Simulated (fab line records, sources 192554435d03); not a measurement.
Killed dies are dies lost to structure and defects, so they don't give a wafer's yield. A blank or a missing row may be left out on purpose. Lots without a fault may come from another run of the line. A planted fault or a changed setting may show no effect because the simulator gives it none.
Split-lot experiment | flow n5_finfet | 7 lots, 21 wafers read, on a route of 1938 steps

THE SPLIT
At N5_BEOL_M9_CMP_52 (polishes, stops on SiCOH lowk, t overpolish 7 s, target thk 140 nm), the setting down_force_psi was moved away from the recipe's 1 psi on 6 of the 21 wafers read, by +7.8% to +19.2%. The other wafers ran this setting at the recipe's value.

The reading is taken at the split's own step.

THE READING
barrier_field_endpoint_s, in s, at N5_BEOL_M9_CMP_52 (polishes, stops on SiCOH lowk, t overpolish 7 s, target thk 140 nm). Fault-free wafers of this fab line usually give 29.1 s, standard deviation 0.58 s.

wafer  | tool, chamber at the split | down_force_psi as run, psi | against the recipe | barrier_field_endpoint_s, s | against lot-mates on the recipe
L076.4 | cmp-02, 1                  | 1                          | recipe             | 29.7                        | -
L076.2 | cmp-02, 3                  | 1.154                      | +15.4%             | 24.9                        | -4.8
L076.6 | cmp-02, 2                  | 1.154                      | +15.4%             | 25.9                        | -3.8
L081.2 | cmp-03, 1                  | 1                          | recipe             | 28.4                        | -
L081.3 | cmp-03, 2                  | 1                          | recipe             | 28.0                        | -
L081.5 | cmp-03, 0                  | 1                          | recipe             | 29.9                        | -
L083.2 | cmp-03, 0                  | 1.192                      | +19.2%             | 24.8                        | -4.8
L083.6 | cmp-03, 0                  | 1.192                      | +19.2%             | 25.3                        | -4.3
L083.5 | cmp-03, 1                  | 1                          | recipe             | 29.6                        | -
L084.2 | cmp-02, 2                  | 1.078                      | +7.8%              | 26.6                        | -2.0
L084.1 | cmp-02, 1                  | 1                          | recipe             | 28.6                        | -
L084.5 | cmp-02, 3                  | 1.078                      | +7.8%              | 27.4                        | -1.2
L087.4 | cmp-02, 3                  | 1                          | recipe             | 28.8                        | -
L087.1 | cmp-02, 0                  | 1                          | recipe             | 28.0                        | -
L087.6 | cmp-02, 1                  | 1                          | recipe             | 29.0                        | -
L097.4 | cmp-03, 0                  | 1                          | recipe             | 29.1                        | -
L097.2 | cmp-03, 3                  | 1                          | recipe             | 29.1                        | -
L097.6 | cmp-03, 0                  | 1                          | recipe             | 28.9                        | -
L096.1 | cmp-04, 2                  | 1                          | recipe             | 28.3                        | -
L096.6 | cmp-04, 3                  | 1                          | recipe             | 29.8                        | -
L096.5 | cmp-04, 0                  | 1                          | recipe             | 29.3                        | -

THE FIT
A straight line over all 21 wafers: barrier_field_endpoint_s changes by -0.217 s for each +1% of down_force_psi; r = -0.93; the points scatter about the line by 0.6 s.
The same after taking each lot's own level away (the mean of its wafers on the recipe; 21 wafers): -0.25 s for each +1%; r = -0.96; scatter 0.54 s.
On that fit, the largest move of down_force_psi shifts the reading by 4.8 s.
The lots' own levels span 28.60 to 29.70 s, that is 1.9 times the standard deviation above.
So the lot-to-lot level changes the slope: the two fits differ.
Check: with one of the wafers moved furthest among these (+19.2%) left out of the fit, the line predicts -4.78 s for it against its lot-mates. It came out at -4.8 s against them.
Tool readings at the split's step, against how far the setting was moved: barrier_field_endpoint_s r = -0.93.

OTHER SPLITS ON THESE WAFERS
These wafers also went through other splits before the reading. Each is held against what the fit with the lots' levels taken away leaves over:
other split on the same wafers | wafers away from the commonest value | r with barrier_field_endpoint_s (lot level and that fit taken away)
N5_BEOL_M8_EXPOSE_25 dose_mj   | 11                                   | +0.25
N5_BEOL_M9_EXPOSE_25 dose_mj   | 8                                    | +0.15

THE FILE'S OWN FIT
barrier_field_endpoint_s changes by -0.25 s for each +1% of down_force_psi, r = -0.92.
